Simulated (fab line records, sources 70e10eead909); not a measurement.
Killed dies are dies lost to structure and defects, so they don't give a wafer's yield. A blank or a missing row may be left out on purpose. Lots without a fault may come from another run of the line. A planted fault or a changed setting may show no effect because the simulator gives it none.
One fault seen from 2 desks | flow nand_harc | each desk has only its own numbers; what lay behind them comes last

THE TOOL OWNER'S DESK: rie_diel-01
The tool's own readings at NHARC_THIN_TSV_DESCUM_35 (chemistry O2, time 3 s): means of the sampled wafers that have a number, for each lot that ran on this tool. A lot is out of limits, marked OUT, if its mean lies more than 4 standard deviations from the usual mean; the brackets give that distance.
Columns: A = drypump_motor_current_A at NHARC_THIN_TSV_DESCUM_35, usual 5.8 A; B = oes_product_au at NHARC_THIN_TSV_DESCUM_35, usual 0.991 a.u.; C = rf_vpp_V at NHARC_THIN_TSV_DESCUM_35, usual 57.8 V; D = run_length_s at NHARC_THIN_TSV_DESCUM_35, usual 23.8 s; E = showerhead_plenum_p_Torr at NHARC_THIN_TSV_DESCUM_35, usual 1.92 Torr; F = throttle_valve_pct at NHARC_THIN_TSV_DESCUM_35, usual 11.312 %
lot  | first seen here | A   | B     | C    | D               | E    | F
L660 | day 19 15:59    | 6.0 | 0.999 | 57.9 | 23.6            | 1.98 | 11.315
L664 | day 20 02:43    | 5.7 | 0.992 | 57.7 | 23.6            | 1.96 | 11.314
L669 | day 22 05:32    | 5.8 | 0.985 | 58.3 | 23.5            | 1.95 | 11.306
L675 | day 23 18:04    | 5.9 | 0.986 | 58.8 | 22.6 (-4.0) OUT | 1.95 | 11.309
L676 | day 23 23:17    | 6.0 | 0.993 | 58.2 | 23.3            | 2.01 | 11.316
L679 | day 24 09:51    | 5.9 | 0.978 | 58.3 | 22.9            | 1.99 | 11.319
This desk's finding: out of limits on L675; first on L675, day 23 18:04 (run_length_s at NHARC_THIN_TSV_DESCUM_35). In limits: L660, L664, L669, L676, L679.

THE METROLOGY DESK
What the gauges read, lot by lot, whatever tool the lot ran on: means of the sampled wafers that have a number. A lot is out of limits, marked OUT, if its mean lies more than 4 standard deviations from the usual mean; the brackets give that distance.
Columns: A = cd_nm at NHARC_THIN_TSV_CD_MEAS_12, usual 1000.2 nm
lot  | first seen here | A
L662 | day 19 08:16    | 999.9
L660 | day 19 09:55    | 1001.9
L663 | day 19 12:23    | 998.3
L664 | day 19 19:47    | 999.8
L667 | day 19 21:23    | 1001.6
L668 | day 21 01:34    | 1003.8
L670 | day 21 02:52    | 999.5
L666 | day 21 05:53    | 998.9
L669 | day 21 23:07    | 1001.7
L675 | day 23 10:49    | 1001.0
L676 | day 23 16:41    | 1002.1
L679 | day 24 03:36    | 1002.2
L683 | day 24 14:40    | 997.8
L681 | day 24 16:02    | 1001.9
This desk's finding: nothing out of limits on any of the 14 lots.

PUT TOGETHER
The tool owner's desk could have raised an alarm at day 23 18:04, on L675.
The metrology desk saw nothing out of limits.
The metrology desk has L675 on record, within its limits.
Of the lots named, all ran NHARC_THIN_TSV_DESCUM_35 on rie_diel-01.

WHAT THE SIMULATOR HAD PUT IN
Process parameter drift: rie_diel-01, from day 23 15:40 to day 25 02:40, at NHARC_THIN_TSV_DESCUM_35. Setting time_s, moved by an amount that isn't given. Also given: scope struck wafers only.
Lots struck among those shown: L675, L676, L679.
Hours from the fault's start to each desk's first reading out of limits: the tool owner's desk, 2.
